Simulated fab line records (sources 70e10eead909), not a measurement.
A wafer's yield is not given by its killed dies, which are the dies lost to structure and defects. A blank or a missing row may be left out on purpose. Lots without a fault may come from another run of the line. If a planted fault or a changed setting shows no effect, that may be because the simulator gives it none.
fab line records | flow nandHarc | part 1 of 2: steps 1 to 4 of 6
[record] lots = 24 wafers = 72 lastDay = 34
route steps=1302 shown A_STAIRCASE@671
lots that met no fault: taken from a fault-free run of the same line
startH: start of the lot's first displayed wafer, in hours after the record's first day | waitH: hours from the lot's prior step to this one | " as in the row above | L1.1+2: several wafers, shown together as one row | - either no value or no given start | * or withheld: withheld | < > ~ a bound
route shown NAME@n: a module of which the file shows steps, and the number in the route of the first | usual: mean and standard deviation over wafers with no fault | same: alike in all rows | chamber/n: place in a boat | sites: the reading at each site | _std_site: the values' standard deviation | _edge_site: outer sites' mean less inner sites' | radiusMm: for every site, how far away it sits from the centre of the wafer | mask NAME#n: copy n | behind: the tool/chamber that last shaped the wafer | hold: the reason the lot was held/the length of the hold in hours/how it ended | device: the n, p or np transistor that did not switch | end of line: the tests these same wafers got at the end of their route | for a step that has no rows: nothing shown but its recipe | killed: the dies lost at the first sort to structure and to defects; this is not the yield of the wafer | map: shows each die of a wafer: x if killed, . if not, _ if none is there
set.NAME: the setting as run; set.NAME@STEP: as run at that earlier step | model.NAME: the simulator's own value behind a step, which no gauge read
route steps across a sampled set of lots; one table per step, one row per wafer
services: the hour from which a tool's chamber was out of use, counted from the record's first day as startH (under 0 if before that day), plus the number of hours and why
[[steps]]
[step NHARC_A_STAIRCASE_ETCH_15]
[recipe] targetDepthA = 1000 timeS = 40.5 ionEnergyEv = 400 c4f8FlowSccm = 20 o2FlowSccm = 10 arFlowSccm = withheld rfW = 600 biasW = 1000 chemistry = C4F8/O2
[usual] oesProductAu = 0.939/0.013 rfFwdPowerW = 592/3.2 rfVppV = 894/4.6
// columns lot.wafer tool chamber startH waitH oesProductAu rfFwdPowerW rfHoursCounterH rfVppV
L074.4 rieDiel-03 1 - - 0.942 592 18 901
L074.2 " 2 " " 0.940 587 21 887
L074.5 " 3 " " 0.945 590 - 898
L075.2 rieDiel-03 1 - - 0.975 594 21 900
L075.4 " 0 " " 0.943 592 21 899
L075.5 " 2 " " 0.935 588 - 890
L078.1 rieDiel-02 3 - - 0.957 593 52 897
L078.3 " 2 " " 0.959 592 52 891
L078.5 " 3 " " 0.956 593 - 896
L076.1 rieDiel-05 0 - - 0.927 593 37 887
L076.2 " 1 " " 0.916 593 42 901
L076.6 " 0 " " 0.931 596 - 887
L077.1 rieDiel-03 3 - - 0.913 590 34 896
L077.4 " 2 " " 0.911 588 - 888
L077.6 " 3 " " 0.908 591 - 896
L079.5 rieDiel-02 3 - - 0.940 591 - 894
L079.6 " 1 " " 0.937 589 - 891
L079.4 " 2 " " 0.939 594 - 889
L080.2 rieDiel-02 3 - - 0.943 592 3 895
L080.4 " 1 " " 0.942 591 4 891
L080.5 " 3 " " 0.949 592 - 895
L082.1 rieDiel-03 2 - - 0.955 588 46 888
L082.4 " 3 " " 0.953 592 47 896
L082.3 " 0 " " 0.936 592 42 896
L081.2 rieDiel-02 2 - - 0.944 595 7 889
L081.5 " 0 " " 0.938 596 - 899
L081.4 " 1 " " 0.941 591 - 892
L085.1 rieDiel-02 2 - - 0.934 594 17 890
L085.2 " 3 " " 0.954 592 10 894
L085.6 " 2 " " 0.936 592 - 888
L083.2 rieDiel-05 1 - - 0.918 595 9 899
L083.3 " 3 " " 0.935 587 10 895
L083.4 " 0 " " 0.938 599 10 887
L084.4 rieDiel-02 0 - - 0.938 593 26 898
L084.3 " 1 " " 0.918 589 23 892
L084.5 " 1 " " 0.917 592 - 890
L086.3 rieDiel-05 0 - - 0.945 593 17 887
L086.5 " 1 " " 0.927 597 - 901
L086.6 " 2 " " 0.936 595 - 891
L087.4 rieDiel-02 0 - - 0.961 596 30 899
L087.2 " 1 " " 0.948 591 27 889
L087.6 " 0 " " 0.959 594 - 898
L088.4 rieDiel-05 3 - - 0.941 590 25 897
L088.3 " 0 " " 0.936 595 24 888
L088.2 " 1 " " 0.917 597 23 901
L089.4 rieDiel-05 3 - - 0.944 588 27 897
L089.3 " 0 " " 0.928 596 26 885
L089.6 " 1 " " 0.918 595 - 902
L090.4 rieDiel-05 1 - - 0.917 598 31 900
L090.6 " 0 " " 0.931 595 - 887
L090.5 " 1 " " 0.931 597 - 900
L091.3 rieDiel-02 1 - - 0.942 590 42 892
L091.1 " 3 " " 0.935 592 35 894
L091.5 " 1 " " 0.949 590 - 890
L092.1 rieDiel-05 0 - - 0.933 595 33 888
L092.4 " 1 " " 0.936 596 33 900
L092.5 " 3 " " 0.945 586 - 895
L093.2 rieDiel-05 3 - - 0.955 585 44 895
L093.4 " 0 " " 0.933 595 42 887
L093.5 " 3 " " 0.956 585 - 895
L095.4 rieDiel-02 0 - - 0.965 598 54 898
L095.5 " 0 " " 0.950 593 - 897
L095.6 " 1 " " 0.931 591 - 892
L094.2 rieDiel-03 3 - - 0.947 587 34 895
L094.4 " 1 " " 0.953 596 25 898
L094.5 " 0 " " 0.952 592 - 896
L096.4 rieDiel-03 1 - - 0.935 593 32 898
L096.2 " 2 " " 0.956 587 35 885
L096.5 " 3 " " 0.954 595 - 896
L097.2 rieDiel-03 1 - - 0.931 596 36 899
L097.1 " 2 " " 0.945 588 39 886
L097.5 " 3 " " 0.936 592 - 894
[step NHARC_A_STAIRCASE_TRIM_16]
[recipe] timeS = 211.2 o2FlowSccm = 500 arFlowSccm = 0 biasW = 0 chemistry = O2
[usual] drypumpMotorCurrentA = 6.0/0.4 oesProductAu = 0.995/0.0091 rfVppV = 57.6/0.83 showerheadPlenumPTorr = 3.47/0.12 throttleValvePct = 17.036/0.0086
// columns lot.wafer tool chamber startH waitH drypumpMotorCurrentA oesProductAu rfHoursCounterH rfVppV showerheadPlenumPTorr throttleValvePct
L074.4 rieDiel-03 3 - - 6.3 0.988 21 58.0 3.54 17.031
L074.2 " 2 " " 6.7 0.993 21 57.4 3.31 17.027
L074.5 " 3 " " 6.3 0.985 - 58.3 3.54 17.038
L075.4 rieDiel-03 0 - - 5.7 0.983 21 57.8 3.58 17.034
L075.2 " 1 " " 5.6 1.003 21 56.9 3.64 17.043
L075.5 " 0 " " 5.6 0.990 - 57.6 3.58 17.035
L078.3 rieDiel-02 0 - - 5.6 0.979 54 58.1 3.60 17.028
L078.1 " 3 " " 6.2 0.997 52 57.4 3.51 17.039
L078.5 " 1 " " 6.0 0.982 - 57.6 3.41 17.040
L076.2 rieDiel-05 1 - - 6.2 0.999 42 58.2 3.67 17.023
L076.1 " 2 " " 5.8 1.002 40 57.8 3.44 17.033
L076.6 " 2 " " 5.9 0.995 - 57.9 3.44 17.040
L077.1 rieDiel-03 2 - - 6.6 0.986 33 57.8 3.31 17.017
L077.6 " 0 " " 5.7 1.001 - 58.4 3.58 17.038
L077.4 " 3 " " 6.3 0.989 - 58.3 3.53 17.046
L079.4 rieDiel-02 1 - - 6.0 0.998 - 57.5 3.41 17.020
L079.6 " 2 " " 6.0 0.999 - 56.8 3.33 17.039
L079.5 " 3 " " 6.1 0.997 - 57.5 3.50 17.023
L080.4 rieDiel-02 2 - - 6.0 1.001 3 56.0 3.33 17.053
L080.2 " 0 " " 5.6 1.000 4 58.1 3.60 17.049
L080.5 " 2 " " 6.0 1.006 - 58.5 3.33 17.051
L082.4 rieDiel-03 1 - - 5.6 0.995 30 56.9 3.64 17.026
L082.3 " 2 " " 6.6 0.988 46 57.6 3.30 17.027
L082.1 " 3 " " 6.4 0.983 47 58.8 3.53 17.045
L081.2 rieDiel-02 2 - - 6.0 1.001 7 55.9 3.33 17.033
L081.4 " 0 " " 5.6 0.999 - 57.8 3.60 17.029
L081.5 " 1 " " 5.9 1.001 - 58.3 3.40 17.042
L085.2 rieDiel-02 1 - - 6.0 0.995 18 57.3 3.40 17.034
L085.1 " 0 " " 5.6 1.001 18 57.7 3.59 17.039
L085.6 " 1 " " 6.0 0.998 - 57.6 3.40 17.047
L083.2 rieDiel-05 1 - - 6.2 0.981 9 59.0 3.66 17.029
L083.3 " 2 " " 5.8 0.978 9 57.1 3.43 17.038
L083.4 " 3 " " 5.2 0.996 10 58.5 3.55 17.035
L084.4 rieDiel-02 1 - - 6.0 0.991 24 58.0 3.40 17.048
L084.3 " 2 " " 6.0 1.009 24 59.1 3.32 17.028
L084.5 " 0 " " 5.6 1.012 - 57.4 3.59 17.043
L086.3 rieDiel-05 2 - - 5.9 0.994 16 58.3 3.43 17.047
L086.6 " 1 " " 6.2 0.984 - 58.9 3.65 17.045
L086.5 " 2 " " 5.9 1.003 - 56.8 3.43 17.044
L087.2 rieDiel-02 1 - - 6.0 0.994 27 56.6 3.39 17.033
L087.4 " 2 " " 6.0 1.009 28 58.0 3.32 17.025
L087.6 " 2 " " 6.0 1.011 - 56.1 3.32 17.041
L088.4 rieDiel-05 2 - - 5.8 1.002 24 58.0 3.42 17.036
L088.3 " 0 " " 6.7 0.992 24 55.1 3.28 17.030
L088.2 " 1 " " 6.2 0.984 23 57.2 3.65 17.027
L089.3 rieDiel-05 0 - - 6.7 1.001 26 56.2 3.28 17.022
L089.4 " 3 " " 5.2 1.010 27 57.9 3.54 17.040
L089.6 " 0 " " 6.7 0.996 - 56.3 3.28 17.041
L090.4 rieDiel-05 3 - - 5.2 1.003 33 58.3 3.53 17.055
L090.5 " 0 " " 6.7 0.979 - 57.2 3.28 17.025
L090.6 " 1 " " 6.2 0.991 - 57.8 3.64 17.046
L091.3 rieDiel-02 0 - - 5.6 1.001 43 57.5 3.58 17.043
L091.1 " 2 " " 6.0 1.005 42 57.9 3.31 17.021
L091.5 " 1 " " 6.0 0.992 - 56.2 3.39 17.031
L092.4 rieDiel-05 3 - - 5.2 0.999 35 57.6 3.53 17.036
L092.1 " 1 " " 6.2 0.993 33 58.5 3.64 17.044
L092.5 " 2 " " 5.8 0.998 - 56.2 3.42 17.040
L093.2 rieDiel-05 2 - - 5.9 1.006 49 56.9 3.41 17.026
L093.4 " 1 " " 6.2 0.991 47 57.2 3.63 17.037
L093.5 " 3 " " 5.2 1.000 - 57.9 3.53 17.038
L095.4 rieDiel-02 1 - - 6.0 0.985 53 57.6 3.38 17.052
L095.6 " 1 " " 6.0 0.987 - 57.1 3.38 17.034
L095.5 " 2 " " 6.0 1.004 - 58.5 3.30 17.044
L094.2 rieDiel-03 1 - - 5.6 1.000 25 58.7 3.62 17.031
L094.4 " 0 " " 5.7 0.990 32 57.9 3.55 17.048
L094.5 " 2 " " 6.7 1.012 - 57.2 3.28 17.032
L096.4 rieDiel-03 1 - - 5.6 0.989 32 57.8 3.61 17.036
L096.2 " 0 " " 5.7 0.986 39 56.8 3.55 17.022
L096.5 " 1 " " 5.6 0.991 - 58.4 3.61 17.040
L097.1 rieDiel-03 1 - - 5.6 0.979 36 57.8 3.61 17.037
L097.2 " 0 " " 5.7 0.994 43 56.8 3.54 17.036
L097.5 " 1 " " 5.6 0.986 - 56.4 3.61 17.022
[step NHARC_A_STAIRCASE_ETCH_23]
[recipe] targetDepthA = 1000 timeS = 40.5 ionEnergyEv = 400 c4f8FlowSccm = 20 o2FlowSccm = 10 arFlowSccm = withheld rfW = 600 biasW = 1000 chemistry = C4F8/O2
[usual] oesProductAu = 0.942/0.012 rfFwdPowerW = 592/3.2 rfVppV = 894/4.6
// columns lot.wafer tool chamber startH waitH oesProductAu rfFwdPowerW rfHoursCounterH rfVppV
L074.4 rieDiel-05 0 - - 0.962 596 27 888
L074.2 " 1 " " 0.962 598 32 900
L074.5 " 3 " " 0.957 590 - 896
L075.2 rieDiel-03 2 - - 0.936 586 24 888
L075.4 " 1 " " 0.946 592 21 900
L075.5 " 3 " " 0.947 590 - 897
L078.1 rieDiel-05 0 - - 0.969 595 33 887
L078.3 " 1 " " 0.938 594 39 902
L078.5 " 0 " " 0.970 592 - 888
L076.1 rieDiel-05 3 - - 0.954 591 35 896
L076.2 " 2 " " 0.954 592 40 891
L076.6 " 0 " " 0.953 594 - 887
L077.1 rieDiel-03 3 - - 0.934 594 36 897
L077.6 " 0 " " 0.937 592 - 897
L077.4 " 2 " " 0.925 587 - 889
L079.5 rieDiel-03 3 - - 0.953 589 - 896
L079.6 " 0 " " 0.945 593 - 900
L079.4 " 2 " " 0.941 587 - 886
L080.2 rieDiel-02 0 - - 0.945 598 4 900
L080.4 " 1 " " 0.931 588 4 893
L080.5 " 2 " " 0.939 593 - 889
L082.4 rieDiel-03 2 - - 0.930 588 46 887
L082.1 " 3 " " 0.948 594 47 895
L082.3 " 0 " " 0.930 591 43 898
L081.4 rieDiel-05 2 - - 0.930 591 4 893
L081.2 " 3 " " 0.935 588 5 898
L081.5 " 2 " " 0.934 593 - 892
L085.1 rieDiel-02 3 - - 0.947 588 10 896
L085.2 " 0 " " 0.968 596 19 897
L085.6 " 2 " " 0.942 594 - 888
L083.4 rieDiel-05 1 - - 0.926 596 10 901
L083.3 " 3 " " 0.953 588 11 896
L083.2 " 0 " " 0.946 596 11 888
L084.4 rieDiel-02 2 - - 0.932 593 25 888
L084.3 " 0 " " 0.937 592 27 896
L084.5 " 1 " " 0.923 590 - 891
L086.3 rieDiel-05 2 - - 0.946 593 17 892
L086.6 " 3 " " 0.940 589 - 896
L086.5 " 0 " " 0.941 597 - 887
L087.2 rieDiel-02 2 - - 0.959 591 29 888
L087.4 " 0 " " 0.941 592 30 898
L087.6 " 2 " " 0.960 593 - 889
L088.3 rieDiel-03 2 - - 0.939 585 6 888
L088.2 " 3 " " 0.933 594 6 895
L088.4 " 3 " " 0.934 595 - 895
L089.4 rieDiel-03 1 - - 0.940 596 9 899
L089.3 " 3 " " 0.939 592 8 895
L089.6 " 0 " " 0.949 591 - 897
L090.4 rieDiel-02 3 - - 0.953 589 33 895
L090.6 " 3 " " 0.954 591 - 894
L090.5 " 0 " " 0.953 596 - 897
L091.1 rieDiel-02 3 - - 0.952 588 36 895
L091.3 " 1 " " 0.944 588 43 889
L091.5 " 2 " " 0.952 593 - 888
L092.4 rieDiel-02 2 - - 0.954 591 43 887
L092.1 " 3 " " 0.931 593 36 894
L092.5 " 0 " " 0.944 596 - 896
L093.2 rieDiel-05 3 - - 0.946 588 44 896
L093.4 " 2 " " 0.950 592 50 893
L093.5 " 3 " " 0.954 589 - 896
L095.4 rieDiel-03 2 - - 0.954 582 31 887
L095.6 " 1 " " 0.942 592 - 899
L095.5 " 2 " " 0.952 587 - 888
L094.4 rieDiel-03 2 - - 0.943 587 31 886
L094.2 " 3 " " 0.937 591 35 897
L094.5 " 3 " " 0.941 593 - 895
L096.2 rieDiel-03 3 - - 0.946 589 39 894
L096.4 " 1 " " 0.927 594 32 900
L096.5 " 3 " " 0.948 589 - 895
L097.2 rieDiel-02 0 - - 0.936 594 3 899
L097.1 " 3 " " 0.925 590 3 896
L097.5 " 0 " " 0.949 590 - 898
[step NHARC_A_STAIRCASE_TRIM_200]
[recipe] timeS = 211.2 o2FlowSccm = 500 arFlowSccm = 0 biasW = 0 chemistry = O2
[usual] drypumpMotorCurrentA = 6.1/0.48 oesProductAu = 0.995/0.0081 rfVppV = 57.7/0.84 showerheadPlenumPTorr = 3.48/0.14 throttleValvePct = 17.036/0.0093
// columns lot.wafer tool chamber startH waitH drypumpMotorCurrentA oesProductAu rfHoursCounterH rfVppV showerheadPlenumPTorr throttleValvePct
L074.2 rieDiel-03 2 - - 6.6 0.987 23 57.6 3.31 17.041
L074.4 " 3 " " 6.3 0.993 24 56.8 3.54 17.026
L074.5 " 2 " " 6.6 0.985 - 58.0 3.31 17.037
L075.2 rieDiel-03 2 - - 6.6 0.978 25 58.7 3.31 17.023
L075.4 " 0 " " 5.7 0.997 23 55.5 3.58 17.040
L075.5 " 2 " " 6.6 0.992 - 57.9 3.31 17.059
L078.3 rieDiel-02 3 - - 6.1 0.998 56 59.4 3.51 17.032
L078.1 " 0 " " 5.6 0.998 60 59.0 3.60 17.040
L078.5 " 0 " " 5.7 0.992 - 58.2 3.60 17.052
L076.2 rieDiel-03 0 - - 5.7 0.986 33 56.8 3.58 17.021
L076.1 " 3 " " 6.3 0.985 37 58.1 3.53 17.026
L076.6 " 2 " " 6.7 1.005 - 56.2 3.31 17.028
L077.1 rieDiel-05 3 - - 5.2 0.987 38 58.7 3.56 17.017
L077.4 " 2 " " 5.8 0.994 43 55.9 3.44 17.034
L077.6 " 0 " " 6.7 1.018 - 56.8 3.29 17.043
L079.4 rieDiel-03 2 - - 6.7 0.988 - 57.8 3.30 17.031
L079.5 " 3 " " 6.3 0.987 - 57.3 3.53 17.033
L079.6 " 0 " " 5.7 0.986 - 57.9 3.58 17.051
L080.4 rieDiel-05 1 - - 6.2 0.973 0 59.0 3.66 17.033
L080.2 " 3 " " 5.2 0.988 0 57.2 3.55 17.038
L080.5 " 1 " " 6.2 0.974 - 56.2 3.66 17.043
L082.4 rieDiel-03 0 - - 5.7 0.978 46 59.0 3.57 17.036
L082.3 " 2 " " 6.6 0.991 51 56.7 3.30 17.035
L082.1 " 3 " " 6.4 0.998 52 58.4 3.52 17.052
L081.2 rieDiel-02 2 - - 6.0 1.003 12 58.2 3.33 17.032
L081.4 " 3 " " 6.1 1.000 4 56.9 3.50 17.032
L081.5 " 2 " " 6.1 0.995 - 58.1 3.33 17.031
L083.2 rieDiel-05 3 - - 5.2 1.008 17 58.8 3.54 17.041
L083.4 " 1 " " 6.2 0.983 16 57.7 3.65 17.036
L083.3 " 2 " " 5.8 1.000 16 58.0 3.43 17.029
L085.1 rieDiel-02 2 - - 6.0 0.993 25 56.6 3.32 17.033
L085.2 " 0 " " 5.6 0.997 27 58.1 3.59 17.025
L085.6 " 2 " " 6.0 0.995 - 57.6 3.32 17.040
L084.3 rieDiel-05 2 - - 5.9 0.994 18 56.7 3.43 17.041
L084.4 " 3 " " 5.2 1.007 19 57.4 3.54 17.037
L084.5 " 1 " " 6.2 0.979 - 58.8 3.65 17.063
L086.3 rieDiel-03 1 - - 5.6 1.006 1 57.6 3.63 17.022
L086.6 " 1 " " 5.6 1.007 - 59.5 3.63 17.060
L086.5 " 2 " " 6.6 0.999 - 57.5 3.29 17.028
L087.2 rieDiel-03 1 - - 5.6 0.990 6 56.8 3.63 17.030
L087.6 " 2 " " 6.6 1.000 - 57.8 3.29 17.036
L087.4 " 1 " " 5.6 0.997 - 58.0 3.63 17.036
L088.3 rieDiel-05 1 - - 6.2 0.981 25 57.5 3.65 17.037
L088.4 " 2 " " 5.8 0.997 26 58.7 3.42 17.027
L088.2 " 3 " " 5.2 1.003 27 57.7 3.54 17.037
L089.4 rieDiel-05 2 - - 5.9 0.993 27 57.3 3.42 17.049
L089.3 " 0 " " 6.7 0.995 27 56.9 3.28 17.040
L089.6 " 2 " " 5.8 0.997 - 57.5 3.42 17.035
L090.4 rieDiel-05 2 - - 5.8 0.993 34 57.9 3.42 17.031
L090.6 " 1 " " 6.2 0.989 - 56.7 3.64 17.048
L090.5 " 2 " " 5.8 0.996 - 57.3 3.42 17.042
L092.1 rieDiel-03 0 - - 5.7 0.992 19 58.8 3.56 17.039
L092.5 " 3 " " 6.3 0.982 - 56.9 3.51 17.030
L092.4 " 0 " " 5.7 0.988 - 57.3 3.56 17.044
L091.1 rieDiel-05 0 - - 6.7 0.989 34 56.4 3.27 17.032
L091.3 " 2 " " 5.9 1.000 36 58.0 3.42 17.021
L091.5 " 0 " " 6.7 0.990 - 58.1 3.27 17.036
L093.4 rieDiel-03 0 - - 5.6 0.984 31 57.1 3.55 17.039
L093.2 " 1 " " 5.6 1.001 24 57.7 3.62 17.029
L093.5 " 2 " " 6.6 0.993 - 55.9 3.28 17.024
L095.5 rieDiel-05 0 - - 6.7 0.996 - 57.4 3.27 17.044
L095.6 " 1 " " 6.2 0.994 - 57.2 3.63 17.038
L095.4 " 3 " " 5.2 1.011 - 58.5 3.53 17.042
L094.2 rieDiel-05 3 - - 5.2 0.994 48 59.1 3.53 17.025
L094.5 " 3 " " 5.2 0.991 - 55.8 3.53 17.020
L094.4 " 0 " " 6.7 0.985 - 56.7 3.27 17.025
L096.4 rieDiel-03 1 - - 5.6 0.998 34 57.8 3.61 17.036
L096.2 " 3 " " 6.3 0.992 41 56.1 3.50 17.020
L096.5 " 0 " " 5.7 0.988 - 57.8 3.54 17.045
L097.2 rieDiel-05 2 - - 5.8 1.002 1 58.5 3.40 17.033
L097.1 " 3 " " 5.2 0.999 1 57.0 3.52 17.038
L097.5 " 1 " " 6.2 0.997 - 59.5 3.63 17.035
